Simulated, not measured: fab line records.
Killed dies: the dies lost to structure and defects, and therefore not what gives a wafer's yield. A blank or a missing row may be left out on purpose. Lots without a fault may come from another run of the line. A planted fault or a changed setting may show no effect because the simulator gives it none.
A struck lot beside a sound one + flow n5_finfet + 20 steps out of a route of 1938
Sound: the wafers L840.1, L840.2, L840.4. The struck wafers were L832.1, L832.2, L832.4. Last of all comes the cause.
Order at every step that has rows: each side's tool, ch and its chambers, its first start. Under that, the readings that differ: sound wafers + struck wafers + difference of the means + sigmas: that difference in standard deviations of wafers without a fault.
alike: readings with means less than 2 such deviations apart, plus words and numbers identical on both sides. not compared: withheld readings, readings lacking a value on some wafer, bounds such as >300 that could conceal the same value, and numbers that have no deviation in the record and whose values overlap.
A row with sigmas, a row that says differs or no value, or rows on one side alone: a step with any of these is where the two part. Numbers that have no deviation but don't overlap get no sigmas and don't part them. A reading missing from all wafers of one side parts the sides only when that side holds two or more wafers.

first, 1 step without rows for these wafers: N5_WELL_APT_HARDBAKE_12 (time 120 s).
N5_WELL_APT_CD_MEAS_08 targets a cd of 200 nm.
  sound on cd_sem-02 ch 0, day 5 01:35; struck on cd_sem-01 ch 0, day 3 01:46
  alike: cd_nm
N5_WELL_APT_OVL_MEAS_09:
  sound on overlay-01 ch 0, day 5 01:37; struck on overlay-01 ch 0, day 3 01:47
  alike: NWELL_OVL
N5_WELL_APT_INSPECT_10: inspects for defects (macro).
  sound on defect_inspect-01 at day 5 01:38; struck on defect_inspect-01 at day 3 01:49
  alike: raw_defect_count
N5_WELL_APT_DESCUM_13: chemistry O2, time 7.9 s.
  sound on rie_diel-05 ch 0,2,3, day 5 01:46; struck on rie_diel-05 ch 0,1,2, day 3 01:59
  alike: drypump_motor_current_A, o2_flow_sccm, oes_product_au, rf_vpp_V, showerhead_plenum_p_Torr, temp_c, throttle_valve_pct
  not compared: rf_hours_counter_h
then, 7 steps without rows for these wafers: N5_WELL_APT_IMPLANT_14; N5_WELL_APT_IMPLANT_15; N5_WELL_APT_STRIP_16 (strips in SPM, time 900 s); N5_WELL_APT_HMDS_18 (time 60 s); N5_WELL_APT_COAT_19 (resist thk 950 nm); N5_WELL_APT_EBR_21; N5_WELL_APT_SOFTBAKE_20 (time 60 s).
N5_WELL_APT_EXPOSE_22: exposes mask PWELL, defocus 0 nm, target cd 200 nm.
  sound on krf_scanner-01 ch 0, day 5 02:46; struck on krf_scanner-02 ch 0, day 3 02:50
| reading                          | sound                   | struck            | difference | sigmas |
|----------------------------------|-------------------------|-------------------|------------|--------|
| model.WELL_APT.overlay_x_nm (nm) | -0.1919 -0.1919 -0.1919 | 45.96 45.96 45.96 | +46.15     |        |
  alike: mask
then, 3 steps without rows for these wafers: N5_WELL_APT_PEB_23 (peb time 90 s); N5_WELL_APT_DEVELOP_24 (develop time 45 s); N5_WELL_APT_HARDBAKE_29 (time 120 s).
N5_WELL_APT_CD_MEAS_25 targets a cd of 200 nm.
  sound on cd_sem-01 ch 0, day 5 02:56; struck on cd_sem-03 ch 0, day 3 03:01
  alike: cd_nm
N5_WELL_APT_OVL_MEAS_26:
  sound on overlay-02 ch 0, day 5 02:58; struck on overlay-02 ch 0, day 3 03:02
| reading        | sound       | struck   | difference | sigmas |
|----------------|-------------|----------|------------|--------|
| PWELL_OVL (nm) | -12 -10 -13 | 44 39 48 | +55        | +9     |
N5_WELL_APT_INSPECT_27: inspects for defects (macro).
  sound on defect_inspect-02 at day 5 03:00; struck on defect_inspect-01 at day 3 03:04
  alike: raw_defect_count
next, for these wafers, 1 step has no rows: N5_PASSIVATION_PROBE_49.

== WHERE THEY PART ==
At N5_WELL_APT_OVL_MEAS_26 and nowhere else, as far as this record goes. Later steps at which nothing parts them and some readings are alike: N5_WELL_APT_INSPECT_27.

WHY: whatever the simulator had introduced
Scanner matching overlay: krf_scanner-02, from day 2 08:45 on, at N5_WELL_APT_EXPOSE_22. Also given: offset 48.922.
